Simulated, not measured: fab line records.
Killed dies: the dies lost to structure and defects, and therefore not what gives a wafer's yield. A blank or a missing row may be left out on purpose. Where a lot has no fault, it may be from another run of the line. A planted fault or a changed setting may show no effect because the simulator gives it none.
A lot that was struck, set against a sound lot + flow n5Finfet + 32 out of 1938 route steps
Sound: these wafers, L438.1, L438.2, L438.5. Wafers struck: L441.3, L441.4, L441.5. Last of all comes the cause.
At each step with rows: each side's tool, then ch and its chambers, then its first start. Under that, the readings that differ: sound wafers + struck wafers + difference of the means + sigmas: that difference in standard deviations of wafers without a fault.
alike: same words and numbers on both sides, and readings whose means sit less than 2 such deviations apart. not compared: any withheld reading, any reading some wafer has no value for, any bound like >300 that may hide the same value, and any number with overlapping values for which the record gives no deviation.
The two part at a step that has a row with sigmas, a row that says differs or no value, or rows on one side only. Numbers that don't overlap but have no deviation are shown without sigmas and don't part them. A reading that every wafer of one side lacks parts them only if that side has two wafers or more.

first, 3 steps without rows for these wafers: N5_GATE_CUT_SRD_32 (time 30 s); N5_GATE_CUT_SAC_CAP_01 (material SiNx, target thk 24 nm, pulse time 1 s, ald cycles 480); N5_GATE_CUT_PECVD_57 (deposits SiNx from SiH4/NH3/N2, target thk 21 nm).
N5_GATE_CUT_CMP_02: polishes, stops on SiO2, t overpolish 12.7 s, target thk 0 nm.
  sound on cmp-03 ch 0,2,3, day 6 14:15; struck on cmp-03 ch 0,1, day 7 02:23
  alike: motorCurrentA, overpolishRunS, timeToEndpointS
N5_GATE_CUT_HM_DEP_46: deposits SiO2 from TEOS/O2, target thk 130 nm, time 26.6 s.
  sound on pecvd-02 ch 0,1, day 6 14:35; struck on pecvd-02 ch 0,2, day 7 02:43
  alike: heaterPowerW, showerheadPlenumPTorr, throttleValvePct
  not compared: sinceWetCleanH
then, 6 steps without rows for these wafers: N5_GATE_CUT_COAT_34 (time 60 s, resist thk 60 nm); N5_GATE_CUT_COAT_35 (time 60 s, resist thk 10 nm); N5_GATE_CUT_COAT_27 (time 60 s, resist thk 10 nm); N5_GATE_CUT_COAT_07 (resist thk 30 nm); N5_GATE_CUT_EBR_09; N5_GATE_CUT_SOFTBAKE_08 (time 60 s).
N5_GATE_CUT_EXPOSE_10: exposes mask GATE CUT, target cd 20 nm.
  sound on euvScanner-01 ch 0, day 6 14:55; struck on euvScanner-01 ch 0, day 7 02:56
| reading           | sound             | struck            | difference | sigmas |
|-------------------|-------------------|-------------------|------------|--------|
| exposureDoseMJCm2 | 43.22 43.20 43.25 | 39.41 39.36 39.34 | -3.85      | -69    |
  alike: mask
then, 2 steps without rows for these wafers: N5_GATE_CUT_PEB_11 (peb time 60 s); N5_GATE_CUT_DEVELOP_12 (develop time 30 s).
N5_GATE_CUT_CD_MEAS_13 targets a cd of 20 nm.
  sound on cdSem-02 ch 0, day 6 15:02; struck on cdSem-03 ch 0, day 7 03:04
| reading   | sound             | struck            | difference | sigmas |
|-----------|-------------------|-------------------|------------|--------|
| cdNm (nm) | 19.92 20.14 19.80 | 17.85 18.02 17.54 | -2.15      | -8     |
N5_GATE_CUT_OVL_MEAS_14:
  sound on overlay-01 ch 0, day 6 15:04; struck on overlay-02 ch 0, day 7 03:06
  alike: GATE_CUT_OVL
N5_GATE_CUT_INSPECT_15: inspects for defects (brightfield).
  sound on defectInspect-01, day 6 15:08; struck on defectInspect-01, day 7 03:09
  alike: rawDefectCount
N5_GATE_CUT_DESCUM_18: chemistry O2, time 7 s.
  sound on rieDiel-02 ch 0,3, day 6 15:13; struck on rieDiel-01 ch 1,2,3, day 7 03:11
| reading                  | sound        | struck         | difference | sigmas |
|--------------------------|--------------|----------------|------------|--------|
| model.GATE_CUT.cdNm (nm) | 19.6 20 20.2 | 17.8 17.4 17.8 | -2.3       |        |
  alike: drypumpMotorCurrentA, oesProductAu, rfVppV, showerheadPlenumPTorr, throttleValvePct
  not compared: rfHoursCounterH
then, 1 step without rows for these wafers: N5_GATE_CUT_ETCH_28 (etches underlayer in N2/H2, target depth 13 nm, time 10.4 s).
N5_GATE_CUT_ETCH_36: etches SiARC in CF4, target depth 13 nm, time 21.7 s.
  sound on rieDiel-02 ch 0,3, day 6 15:16; struck on rieDiel-01 ch 1,2,3, day 7 03:14
  alike: drypumpMotorCurrentA, etchRfOnTimeS, oesProductAu, rfVppV, showerheadPlenumPTorr, throttleValvePct
  not compared: rfHoursCounterH
then, 3 steps without rows for these wafers: N5_GATE_CUT_ETCH_37 (etches SOC in N2/H2, target depth 60 nm, overetch 12 nm, time 90 s); N5_GATE_CUT_STRIP_38 (strips in N2/H2); N5_GATE_CUT_STRIP_39 (strips in N2/H2).
N5_GATE_CUT_HM_OPEN_40: chemistry C4F6/O2, target SiO2, target depth 139 nm, time 85.1 s.
  sound on rieDiel-02 ch 0,3, day 6 15:23; struck on rieDiel-01 ch 1,2,3, day 7 03:21
| reading           | sound          | struck         | difference | sigmas |
|-------------------|----------------|----------------|------------|--------|
| etchRfOnTimeS (s) | 93.5 90.2 90.6 | 95.0 96.0 97.7 | +4.8       | +2     |
  alike: drypumpMotorCurrentA, oesProductAu, rfVppV, showerheadPlenumPTorr, throttleValvePct
  not compared: rfHoursCounterH
then, 1 step without rows for these wafers: N5_GATE_CUT_STRIP_41 (strips in CF4).
N5_GATE_CUT_STRIP_42: strips in O2.
  sound on rieDiel-02 ch 0,3, day 6 15:28; struck on rieDiel-01 ch 1,2,3, day 7 03:26
  alike: drypumpMotorCurrentA, oesProductAu, rfVppV, showerheadPlenumPTorr, throttleValvePct
  not compared: rfHoursCounterH
then, 4 steps without rows for these wafers: N5_GATE_CUT_ETCH_19 (etches SiNx in CH3F/O2, target depth 53.7 nm, time 76.7 s); N5_GATE_CUT_CUT_ETCH_53 (etches W in SF6/Cl2, target depth 79.2 nm); N5_GATE_CUT_CUT_ETCH_54 (etches TiN in Cl2/BCl3, target depth 96.7 nm); N5_GATE_CUT_CUT_ETCH_55 (etches HfO2 in BCl3, target depth 3.2 nm).
N5_GATE_CUT_ETCH_47: etches SiO2 in Cl2/BCl3, target depth 10 nm.
  sound on rieMetal-01 ch 0,1, day 6 15:46; struck on rieMetal-01 ch 0,1, day 7 03:44
| reading                  | sound          | struck         | difference | sigmas |
|--------------------------|----------------|----------------|------------|--------|
| model.GATE_CUT.cdNm (nm) | 20.8 19.6 21.2 | 17.6 18.4 19.2 | -2.1       |        |
  alike: drypumpMotorCurrentA, oesProductAu, throttleValvePct
  not compared: rfHoursCounterH
then, 1 step without rows for these wafers: N5_GATE_CUT_VAPOR_ETCH_48 (etches TiN in BCl3/Cl2).

== WHERE THEY PART ==
At N5_GATE_CUT_EXPOSE_10 first; at N5_GATE_CUT_HM_OPEN_40 last (within this record only). Later steps at which nothing parts them and some readings are alike: N5_GATE_CUT_STRIP_42, N5_GATE_CUT_ETCH_47.

WHY: what had been put in by the simulator
Drift in process parameters on euvScanner-01 at N5_GATE_CUT_EXPOSE_10, starting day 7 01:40. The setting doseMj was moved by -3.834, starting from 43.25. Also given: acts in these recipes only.
